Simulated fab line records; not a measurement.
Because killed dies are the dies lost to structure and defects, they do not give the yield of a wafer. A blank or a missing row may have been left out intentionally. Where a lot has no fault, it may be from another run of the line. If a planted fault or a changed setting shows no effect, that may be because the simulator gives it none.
Chamber matching | flow n5_finfet | N5_BEOL_M11_DEP_56 on pecvd-02: 3 sister chambers
The step deposits SiCN from 3MS/NH3, target thk 30 nm, time 10.5 s. 6 wafers are shown with their chamber, then 12 later ones without.

== EACH WAFER AND ITS CHAMBER ==
wafer  | chamber | throttle_valve_pct (%) | showerhead_plenum_p_Torr (Torr)
L081.4 | 2       | 16.4                   | 4.169
L087.4 | 1       | 18.2                   | 4.162
L087.5 | 2       | 16.5                   | 4.166
L092.1 | 0       | 18.0                   | 4.157
L092.2 | 1       | 18.6                   | 4.169
L092.3 | 0       | 17.8                   | 4.160

== WAFERS WITH NO CHAMBER GIVEN ==
wafer  | throttle_valve_pct (%) | showerhead_plenum_p_Torr (Torr)
L092.4 | 18.3                   | 4.159
L092.5 | 17.9                   | 4.166
L092.6 | 18.4                   | 4.171
L093.1 | 18.4                   | 4.158
L093.2 | 17.6                   | 4.162
L093.3 | 16.6                   | 4.165
L093.4 | 18.1                   | 4.168
L093.5 | 18.0                   | 4.159
L093.6 | 16.6                   | 4.164
L097.2 | 17.4                   | 4.163
L097.4 | 16.8                   | 4.163
L097.5 | 18.1                   | 4.175

== WHICH CHAMBER EACH ONE RAN IN ==
wafer  | from the rows above     | in truth
L092.4 | can't be placed: 1 or 0 | 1
L092.5 | can't be placed: 0 or 1 | 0
L092.6 | 1                       | 1
L093.1 | can't be placed: 1 or 0 | 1
L093.2 | 0                       | 0
L093.3 | 2                       | 2
L093.4 | can't be placed: 1 or 0 | 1
L093.5 | 0                       | 0
L093.6 | 2                       | 2
L097.2 | 0                       | 0
L097.4 | 2                       | 2
L097.5 | can't be placed: 1 or 0 | 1
Correctly placed: 7 of 12. Unplaceable from these rows: 5, with the true chamber sitting among the candidates in 5. Placed wrongly: 0.
How it was worked out, from the rows above alone: a wafer's distance from a chamber is the root of the sum, over the readings, of the square of ((its reading less the chamber's mean) divided by the reading's scatter). The wafer belongs to the nearest chamber; if the next one is less than 2 further off, it can't be placed. For every chamber, the mean is computed from those of its wafers that are shown. The scatter is the square root of a quotient: the sum, over the shown wafers, of each reading's squared deviation from its chamber's mean, divided by wafers minus chambers.
